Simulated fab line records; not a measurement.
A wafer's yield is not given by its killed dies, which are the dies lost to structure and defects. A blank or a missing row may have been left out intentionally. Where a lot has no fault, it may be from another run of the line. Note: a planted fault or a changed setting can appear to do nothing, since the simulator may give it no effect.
The same fault as seen by 2 desks | flow nandHarc | what lay behind the numbers comes last; until then each desk has only its own

TOOL OWNER'S DESK, aclDep-03
The tool's own readings at NHARC_A_CHANNEL_HOLE_D1_DEP_00 (deposits aC, target thk 3100 nm): means of the sampled wafers that have a number, for each lot that ran on this tool. Marked OUT: a lot whose mean sits more than 4 standard deviations from the usual mean, which makes it out of limits; the brackets give that distance.
Columns: A = throttleValvePct at NHARC_A_CHANNEL_HOLE_D1_DEP_00, usual 35.000 %
lot  | first seen here | A
L649 | day 8 10:50     | 35.000
L651 | day 9 00:08     | 35.004
L652 | day 9 17:41     | 35.004
L657 | day 11 07:14    | 35.003
L658 | day 12 01:17    | 34.996
L666 | day 15 02:17    | 35.001
L670 | day 16 16:40    | 34.989
Result from this desk: across the 7 lots, nothing is out of limits.

THE DEFECT DESK
Lot by lot, what the route's inspections counted, given as the mean of those sampled wafers with a number. Marked OUT: a lot whose mean sits more than 4 standard deviations from the usual mean, which makes it out of limits; the brackets give that distance.
Columns: A = rawDefectCount at NHARC_A_CHANNEL_HOLE_D1_INSPECT_12, usual 5.4; B = rawDefectCount at NHARC_A_CHANNEL_HOLE_D1_INSPECT_40, usual 66
lot  | first seen here | A                        | B
L647 | day 7 16:14     | 7.0                      | 37
L649 | day 8 13:39     | 5.3                      | 38
L651 | day 9 02:58     | 4.0                      | 64
L652 | day 9 20:20     | 5.7                      | 55
L657 | day 11 09:50    | 1312.0 (+99 or more) OUT | 1358 (+54) OUT
L659 | day 12 03:01    | 5.7                      | 85
L658 | day 12 03:46    | 1320.7 (+99 or more) OUT | 1369 (+54) OUT
L665 | day 15 04:37    | 3.3                      | 100
L666 | day 15 04:50    | 4.3                      | 56
L669 | day 16 14:49    | 4.0                      | 56
L670 | day 16 19:27    | 4.7                      | 60
This desk finds L657, L658 out of limits, L657 being first, at day 11 09:50 (rawDefectCount at NHARC_A_CHANNEL_HOLE_D1_INSPECT_12). L647, L649, L651, L652, L659, L665, L666, L669, L670: within limits.

ALL TOGETHER
The defect desk could have raised an alarm at day 11 09:50, on L657, L658.
Nothing out of limits was seen by the tool owner's desk.
On record at the tool owner's desk: L657, L658, within its limits.
On aclDep-03, each named lot ran NHARC_A_CHANNEL_HOLE_D1_DEP_00.

WHAT THE SIMULATOR PUT IN
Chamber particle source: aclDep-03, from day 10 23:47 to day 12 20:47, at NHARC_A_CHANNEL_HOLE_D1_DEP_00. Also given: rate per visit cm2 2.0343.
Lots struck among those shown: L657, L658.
Hours from the fault's start to each desk's first reading out of limits: the defect desk, 10.
